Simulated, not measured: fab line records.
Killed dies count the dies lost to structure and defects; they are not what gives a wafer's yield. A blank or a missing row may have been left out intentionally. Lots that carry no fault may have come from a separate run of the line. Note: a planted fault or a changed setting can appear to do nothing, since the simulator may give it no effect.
Matching of chambers ; flow n5_finfet ; N5_BEOL_M1_ETCH_64 on rie_diel-05 has 4 sister chambers
The step etches SOC in N2/H2, target depth 75 nm, overetch 15 nm, time 112.5 s. 14 wafers are shown with their chamber, then 7 later ones without.

## WAFERS PAIRED WITH THEIR CHAMBERS
wafer;chamber;throttle_valve_pct (%);oes_product_au (a.u.);showerhead_plenum_p_Torr (Torr)
L564.2;2;17.85;0.58;2.44
L564.5;3;17.79;0.63;2.46
L564.6;2;17.85;0.58;2.44
L566.2;0;17.50;0.70;2.48
L566.4;2;17.87;0.58;2.43
L566.6;3;17.81;0.62;2.45
L568.1;2;17.86;0.57;2.43
L568.3;3;17.82;0.61;2.45
L568.6;2;17.85;0.57;2.43
L573.1;3;17.83;0.61;2.45
L573.2;2;17.89;0.57;2.43
L573.4;1;18.33;0.54;2.51
L577.2;2;17.90;0.56;2.42
L577.5;2;17.88;0.57;2.42

SIGNATURES (averages over the wafers above)
reading;chamber 0;chamber 1;chamber 2;chamber 3;scatter within a chamber
throttle_valve_pct;17.5000;18.3300;17.8687;17.8125;0.0189
oes_product_au;0.7000;0.5400;0.5725;0.6175;0.00791
showerhead_plenum_p_Torr;2.4800;2.5100;2.4300;2.4525;0.00689
Rule: a wafer lies at a distance from a chamber equal to the root of the sum of squares, over the readings, of (its reading less the chamber's mean, divided by the reading's scatter). The wafer belongs to the nearest chamber; if the next one is less than 2 further off, it can't be placed. How the scatter is found: for the shown wafers, subtract from each reading the mean of its chamber, square and add these, divide the total by (wafers less chambers), then take the root.

## WAFERS MISSING THEIR CHAMBER
wafer;throttle_valve_pct (%);oes_product_au (a.u.);showerhead_plenum_p_Torr (Torr)
L577.6;17.92;0.77;2.51
L583.1;17.59;0.66;2.47
L583.4;17.93;0.74;2.51
L583.5;17.86;0.60;2.44
L587.1;17.94;0.72;2.50
L587.4;17.85;0.59;2.44
L587.5;17.92;0.55;2.42

## THE CHAMBER EACH PASSED THROUGH
wafer;from the rows above;in truth
L577.6;3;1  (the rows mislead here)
L583.1;0;0
L583.4;3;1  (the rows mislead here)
L583.5;can't be placed: 2 or 3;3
L587.1;3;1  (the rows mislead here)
L587.4;can't be placed: 2 or 3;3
L587.5;2;2
Correct placement for 2 of the 7. From these rows, 2 cannot be placed; in 2 the true chamber is one of the candidates. Number placed wrongly: 3.
